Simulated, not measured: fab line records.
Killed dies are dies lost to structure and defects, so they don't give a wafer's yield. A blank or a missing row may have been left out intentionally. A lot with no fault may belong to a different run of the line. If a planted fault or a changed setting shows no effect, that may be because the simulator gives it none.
Which of the tools did it? | flow n5_finfet | at 1 step of a route of 1938, 24 lots with 72 wafers sampled

== WHAT THE GAUGES READ, wafer by wafer ==
N5_GATE_CUT_OVL_MEAS_14. Usual: GATE_CUT_OVL gives -0.4 nm (standard deviation 0.76).
lot  | measured     | on         | GATE_CUT_OVL (nm) | flag
L074 | day 5 00:13  | overlay-01 | -0.6 -0.4 -0.7    |
L075 | day 5 02:32  | overlay-01 | -0.1 -0.4 0.2     |
L076 | day 5 03:34  | overlay-02 | 0.6 -0.7 -0.7     |
L078 | day 5 10:19  | overlay-01 | -1.5 -1.1 -0.8    |
L077 | day 5 15:19  | overlay-01 | -0.1 -1.0 -0.8    |
L080 | day 6 01:44  | overlay-01 | -0.8 0.6 0.1      |
L079 | day 6 03:51  | overlay-02 | -0.2 -0.5 0.6     |
L081 | day 6 06:49  | overlay-02 | 0.0 -0.6 0.2      |
L082 | day 6 14:44  | overlay-01 | 0.3 0.7 0.4       |
L083 | day 6 16:30  | overlay-01 | -1.4 -1.0 -1.3    |
L084 | day 6 21:48  | overlay-01 | 0.5 0.2 -0.5      |
L085 | day 7 07:41  | overlay-02 | -0.1 0.4 0.4      |
L086 | day 7 16:08  | overlay-01 | 0.7 -0.3 0.0      |
L087 | day 7 18:04  | overlay-02 | 0.0 0.7 -0.4      |
L088 | day 8 04:22  | overlay-01 | 0.1 0.1 0.9       |
L089 | day 8 12:16  | overlay-01 | -0.6 0.1 -0.7     |
L090 | day 8 14:07  | overlay-01 | -0.5 -0.4 -1.1    |
L091 | day 8 17:14  | overlay-02 | -1.3 -0.1 -2.4    |
L092 | day 9 01:28  | overlay-01 | -1.6 -0.8 -1.7    |
L093 | day 9 10:04  | overlay-01 | -1.4 -1.4 -0.5    |
L094 | day 9 13:13  | overlay-02 | 0.1 0.0 -0.9      |
L095 | day 9 20:17  | overlay-02 | -0.5 -0.6 -0.4    |
L096 | day 10 02:28 | overlay-01 | 0.3 0.3 0.4       |
L097 | day 10 06:30 | overlay-02 | -1.3 0.1 -0.9     |

== TOOL THAT RAN EACH LOT (tool first, then ch and the chambers of the sampled wafers, then the start) ==
No process step before these readings appears in the record.

== AS READ BY THE TOOLS THEMSELVES (means over the sampled wafers that have a number; for cases with no such wafer, the mark the record gives instead) ==
The record holds no such reading with a usual standard deviation.

== THE ANSWER, worked out from the rows above alone ==
Rule: a lot counts as off when the mean over its wafers that have a number is more than 3 standard deviations away from the usual mean. A lot without any number at a reading at which 4 lots or more have one is off too. Any other lot the step has rows for is counted as sound. Order of review: gauges by route order, followed by the tools' own readings, for which a lot's mean as printed above is used. At the first step where some lot is off, the reading lying furthest off is the one used; lots without a number count as furthest.
Across all readings shown, no lot is off: no conclusion can be drawn from this.

== WHAT THE SIMULATOR HAD INSERTED ==
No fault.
